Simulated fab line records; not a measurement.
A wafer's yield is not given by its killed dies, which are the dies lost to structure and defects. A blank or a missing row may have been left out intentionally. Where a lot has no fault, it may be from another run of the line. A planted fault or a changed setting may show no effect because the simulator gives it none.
A lot that was struck, set against a sound lot -- flow nand_harc -- 14 steps out of a route of 1302
Sound: the wafers L429.1, L429.5, L429.6. Struck: wafers L425.1, L425.6. (L425.2 of the same lot was not struck and is left out.) The cause comes at the end.
Per side, at each step with rows, come the tool, then ch with its chambers, and then its first start. Under that, the readings that differ: sound wafers -- struck wafers -- difference of the means -- sigmas: that difference in standard deviations of wafers without a fault.
alike: a reading whose means differ by less than 2 such deviations, as well as words and numbers matching on both sides. not compared: withheld readings; readings where some wafer has no value; bounds like >300 that might hide an equal value; numbers whose values overlap and for which the record gives no deviation.
Wherever a step has rows on one side only, a row that says differs or no value, or a row with sigmas, the two part there. Numbers that don't overlap but have no deviation are shown without sigmas and don't part them. A reading that every wafer of one side lacks parts them only if that side has two wafers or more.

NHARC_P_GATE_INSPECT_28:
  struck on defect_inspect-01, day 11 04:11; sound on defect_inspect-01, day 13 00:39
  alike: raw_defect_count
NHARC_P_GATE_DESCUM_31: chemistry O2, time 3 s.
  sound on rie_diel-07 ch 1,2, day 13 00:43; struck on rie_diel-11 ch 1,2, day 11 04:16
reading,sound,struck,difference,sigmas
oes_product_au (a.u.),0.993 1.004 0.992,1.014 1.020,+0.021,+2
  alike: drypump_motor_current_A, mfc_ar_sccm, rf_vpp_V, showerhead_plenum_p_Torr, throttle_valve_pct
  not compared: rf_hours_counter_h
NHARC_P_GATE_ETCH_104: etches the open film in CF4/CHF3, target depth 60 nm.
  sound on rie_diel-07 ch 0,1, day 13 00:48; struck on rie_diel-11 ch 2, day 11 04:20
reading,sound,struck,difference,sigmas
rf_vpp_V (V),367.8 369.7 369.1,373.5 373.0,+4.4,+2
showerhead_plenum_p_Torr (Torr),1.53 1.53 1.53,1.67 1.67,+0.14,+2
  alike: drypump_motor_current_A, mfc_ar_sccm, oes_product_au, throttle_valve_pct
NHARC_P_GATE_HM_OPEN_105: chemistry O2/COS, target depth 360 nm.
  sound on rie_diel-07 ch 0,1; struck on rie_diel-11 ch 2
reading,sound,struck,difference,sigmas
rf_vpp_V (V),464.5 465.2 466.3,471.5 470.7,+5.8,+2
showerhead_plenum_p_Torr (Torr),3.04 3.04 3.04,3.31 3.31,+0.27,+2
  alike: drypump_motor_current_A, mfc_ar_sccm, oes_product_au, throttle_valve_pct
  not compared: rf_hours_counter_h
then, 3 steps without rows for these wafers: NHARC_P_GATE_STRIP_106 (strips in O2/COS); NHARC_P_GATE_ETCH_114 (etches the open film in CF4/O2, target depth 30 nm, overetch 3 nm, time 16.5 s); NHARC_P_GATE_ETCH_32 (etches the open film in HBr/Cl2, target depth 150 nm, time 100.1 s).
NHARC_P_GATE_STRIP_108: strips in O2.
  sound on rie_diel-07 ch 0,2,3, day 13 01:23; struck on rie_diel-03 ch 0,1, day 11 04:55
  alike: drypump_motor_current_A, mfc_ar_sccm, oes_product_au, rf_vpp_V, showerhead_plenum_p_Torr, throttle_valve_pct
  not compared: rf_hours_counter_h
NHARC_P_GATE_CD_MEAS_33:
  struck on cd_sem-02, day 11 05:05; sound on cd_sem-02, day 13 01:31
  alike: cd_nm
then, 3 steps without rows for these wafers: NHARC_P_GATE_STRIP_35 (strips in SPM, time 600 s); NHARC_P_GATE_PRECLEAN_73 (cleans in SC1); NHARC_P_GATE_SRD_74.
NHARC_P_GATE_ALD_36: deposits SiNx, target thk 20 nm, pulse time 60 s, ald cycles 223.
  sound on ald_sin-03 ch 2,3, day 13 03:02; struck on ald_sin-04 ch 2,3, day 11 06:36
reading,sound,struck,difference,sigmas
ald_cycles,223 223 223,153 153,-70,
  alike: heater_power_w, precursor_pulse_height_rel
NHARC_P_GATE_ETCHBACK_37: etches the open film in CHF3/O2, target depth 34.5 nm, time 17.2 s.
  sound on rie_diel-03 ch 1,2; struck on rie_diel-11 ch 2,3
  alike: drypump_motor_current_A, mfc_ar_sccm, oes_product_au, rf_vpp_V, showerhead_plenum_p_Torr, throttle_valve_pct
  not compared: rf_hours_counter_h

WHERE THEY PART
Last at NHARC_P_GATE_HM_OPEN_105 as far as this record goes, first at NHARC_P_GATE_DESCUM_31. Later steps at which nothing parts them and some readings are alike: NHARC_P_GATE_STRIP_108, NHARC_P_GATE_CD_MEAS_33, NHARC_P_GATE_ALD_36, NHARC_P_GATE_ETCHBACK_37.

WHY: the cause the simulator had injected
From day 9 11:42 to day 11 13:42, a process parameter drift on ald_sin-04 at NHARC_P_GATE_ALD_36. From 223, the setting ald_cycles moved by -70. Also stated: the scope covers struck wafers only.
